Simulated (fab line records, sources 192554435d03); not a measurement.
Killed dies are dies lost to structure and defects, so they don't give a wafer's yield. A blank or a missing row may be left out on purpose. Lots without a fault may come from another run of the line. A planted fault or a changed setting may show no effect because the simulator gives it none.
Which tool did it? | flow n5_finfet | 12 lots, 36 wafers sampled, at 5 steps of a route of 1938

WHAT THE GAUGES READ, wafer by wafer
N5_BEOL_M9_CD_MEAS_28: target cd 70 nm.
lot  | measured     | on        | cd_nm (nm)
L074 | day 9 18:56  | cd_sem-03 | 70.26 69.85 70.30
L077 | day 10 11:09 | cd_sem-01 | 70.20 70.14 69.49
L079 | day 11 00:26 | cd_sem-03 | 69.93 69.98 70.19
L082 | day 11 18:56 | cd_sem-03 | 70.13 70.08 69.99
L084 | day 12 05:39 | cd_sem-01 | 69.82 70.08 69.76
L085 | day 12 05:44 | cd_sem-01 | 69.83 69.62 70.09
L086 | day 13 14:26 | cd_sem-03 | 69.90 70.09 69.95
L089 | day 14 03:46 | cd_sem-03 | 69.93 70.04 69.87
L093 | day 14 11:13 | cd_sem-01 | 70.03 70.38 70.06
L092 | day 14 17:53 | cd_sem-03 | 69.88 69.62 70.13
L094 | day 15 19:16 | cd_sem-01 | 69.72 69.83 70.00
L096 | day 16 09:24 | cd_sem-03 | 70.26 70.08 69.91

WHICH TOOL RAN EACH LOT (tool, then ch and the chambers of the sampled wafers, then the start)
lot  | N5_BEOL_M8_SURFACE_TREAT_79  | N5_BEOL_M9_CURE_71            | N5_BEOL_M9_DESCUM_16               | N5_BEOL_M9_STRIP_19
L074 | pvd_sputter-03, day 9 12:47  | uv_cure-01 ch 1, day 9 14:26  | rie_diel-01 ch 0,1,3, day 9 16:50  | rie_diel-06 ch 0,1,3, day 9 17:15
L077 | pvd_sputter-03, day 10 06:22 | uv_cure-03 ch 1, day 10 07:53 | rie_diel-06 ch 0,3, day 10 08:52   | rie_diel-01 ch 2,3, day 10 09:15
L079 | pvd_sputter-01, day 10 18:19 | uv_cure-01 ch 0, day 10 19:49 | rie_diel-01 ch 0,3, day 10 21:42   | rie_diel-03 ch 0,2,3, day 10 22:05
L082 | pvd_sputter-03, day 11 10:44 | uv_cure-01 ch 1, day 11 13:16 | rie_diel-06 ch 0,1,3, day 11 14:55 | rie_diel-06 ch 0,2,3, day 11 15:18
L084 | pvd_sputter-02, day 11 22:16 | uv_cure-02 ch 2, day 12 01:35 | rie_diel-06 ch 0,2, day 12 04:05   | rie_diel-01 ch 0,2, day 12 04:34
L085 | pvd_sputter-01, day 11 22:46 | uv_cure-03 ch 0, day 12 02:10 | rie_diel-03 ch 0,3, day 12 04:24   | rie_diel-03 ch 0,3, day 12 04:47
L086 | pvd_sputter-01, day 13 09:47 | uv_cure-02 ch 0, day 13 11:10 | rie_diel-01 ch 0,2,3, day 13 13:30 | rie_diel-06 ch 0,1,3, day 13 13:56
L089 | pvd_sputter-01, day 13 22:07 | uv_cure-01 ch 2, day 14 01:29 | rie_diel-03 ch 0,1, day 14 02:53   | rie_diel-01 ch 1,2, day 14 03:22
L093 | pvd_sputter-01, day 14 04:11 | uv_cure-03 ch 2, day 14 05:50 | rie_diel-01 ch 1,2, day 14 08:31   | rie_diel-03 ch 0,3, day 14 08:55
L092 | pvd_sputter-03, day 14 13:38 | uv_cure-03 ch 0, day 14 15:16 | rie_diel-01 ch 0,1,3, day 14 17:06 | rie_diel-01 ch 0,1,2, day 14 17:29
L094 | pvd_sputter-03, day 15 11:15 | uv_cure-03 ch 2, day 15 13:47 | rie_diel-06 ch 0,2,3, day 15 16:59 | rie_diel-01 ch 0,2,3, day 15 17:26
L096 | pvd_sputter-01, day 16 03:09 | uv_cure-01 ch 1, day 16 04:40 | rie_diel-06 ch 2,3, day 16 07:45   | rie_diel-06 ch 0,2,3, day 16 08:11
- N5_BEOL_M8_SURFACE_TREAT_79
- N5_BEOL_M9_CURE_71: cures SiCOH lowk, time 240 s.
- N5_BEOL_M9_DESCUM_16: chemistry O2, time 7.9 s.
- N5_BEOL_M9_STRIP_19: strips in O2.

THE ANSWER, worked out from the rows above alone
Rule: what is usual is taken from the lots themselves. Put in order of their means at a reading, lots are off if they are a third of the lots or fewer, leave a main group of 4 or more, and stand apart from it by a gap of 3 or more times the standard deviation of the main group's means; of several such gaps the widest counts. A main group whose means are all the same, to the digits that the tables above print for the reading, isn't used. A lot without any number at a reading at which 4 lots or more have one is off too. The other lots that the step has rows for count as sound.
No lot is off at any reading shown: from this, nothing can be told.

WHAT THE SIMULATOR HAD PUT IN
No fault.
